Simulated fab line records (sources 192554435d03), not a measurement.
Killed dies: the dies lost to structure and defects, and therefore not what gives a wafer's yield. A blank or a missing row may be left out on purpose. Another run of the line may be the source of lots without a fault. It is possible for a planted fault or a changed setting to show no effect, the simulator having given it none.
A single fault, viewed from 2 desks / flow n5 finfet / only its own numbers are on each desk; what lay behind them is given at the end

AT THE METROLOGY DESK
What the gauges read for every lot (on any tool): the sampled wafers with a number, averaged. A lot is out of limits, marked OUT, if its mean lies more than 4 standard deviations from the usual mean; the brackets give that distance. Of its 11 readings 7 are shown: those that lie furthest out on some lot.
Columns: A = IOFF_N at N5_BEOL_M4_RC_MEAS_101, usual 0.17 nA/um; B = IOFF_P at N5_BEOL_M4_RC_MEAS_101, usual 0.23 nA/um; C = ION_N at N5_BEOL_M4_RC_MEAS_101, usual 675 uA/um; D = ION_P at N5_BEOL_M4_RC_MEAS_101, usual 460 uA/um; E = SS_N at N5_BEOL_M4_RC_MEAS_101, usual 71.7 mV/dec; F = VT_N at N5_BEOL_M4_RC_MEAS_101, usual 249 mV; G = VT_P at N5_BEOL_M4_RC_MEAS_101, usual -250 mV
lot=L251; first seen here=day 4 00:38; A=0.14; B=0.22; C=671; D=469; E=71.3; F=252; G=-249
lot=L253; first seen here=day 4 12:46; A=0.18; B=0.25; C=675; D=468; E=71.0; F=247; G=-246
lot=L254; first seen here=day 4 18:38; A=0.23; B=0.29; C=688; D=472; E=71.6; F=242; G=-244
lot=L256; first seen here=day 5 06:46; A=0.17; B=0.21; C=681; D=462; E=71.6; F=249; G=-253
lot=L263; first seen here=day 7 00:47; A=0.22; B=0.27; C=676; D=460; E=72.5; F=247; G=-248
This desk's verdict: no lot among the 5 shows anything out of limits.

AT THE TOOL OWNER'S DESK: rie si-04
The tool's own readings at N5_ZERO_LAYER_ETCH_18 (etches Si in HBr/Cl2, target depth 120 nm, time 40 s): means of the sampled wafers that have a number, for each lot that ran on this tool. A lot is out of limits, marked OUT, if its mean lies more than 4 standard deviations from the usual mean; the brackets give that distance.
Columns: A = drypump motor current A at N5_ZERO_LAYER_ETCH_18, usual 5.5 A; B = oes product au at N5_ZERO_LAYER_ETCH_18, usual 1.002 a.u.; C = rf fwd power W at N5_ZERO_LAYER_ETCH_18, usual 795.5 W; D = throttle valve pct at N5_ZERO_LAYER_ETCH_18, usual 36.3 %
lot=L254; first seen here=day 4 18:47; A=5.6; B=1.004; C=795.5; D=36.5
lot=L256; first seen here=day 5 07:01; A=5.1; B=1.007; C=796.6; D=36.3
lot=L263; first seen here=day 7 00:56; A=5.1; B=0.999; C=731.8 (-25) OUT; D=36.3
This desk finds L263 out of limits, L263 being first, at day 7 00:56 (rf fwd power W at N5_ZERO_LAYER_ETCH_18). L254, L256 stayed within limits.

ALL TOGETHER
The tool owner's desk had the chance to raise an alarm at day 7 00:56 on L263.
At the metrology desk, nothing out of limits was observed.
The metrology desk holds a record of L263, inside its limits.
All the named lots went through N5_ZERO_LAYER_ETCH_18 on rie si-04.

WHAT WAS PUT IN BY THE SIMULATOR
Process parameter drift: rie si-04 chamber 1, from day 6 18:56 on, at N5_ZERO_LAYER_ETCH_18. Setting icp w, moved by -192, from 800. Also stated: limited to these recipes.
Lots struck among those shown: L263.
How many hours passed from the start of the fault until each desk's first out-of-limits reading: the tool owner's desk, 6.
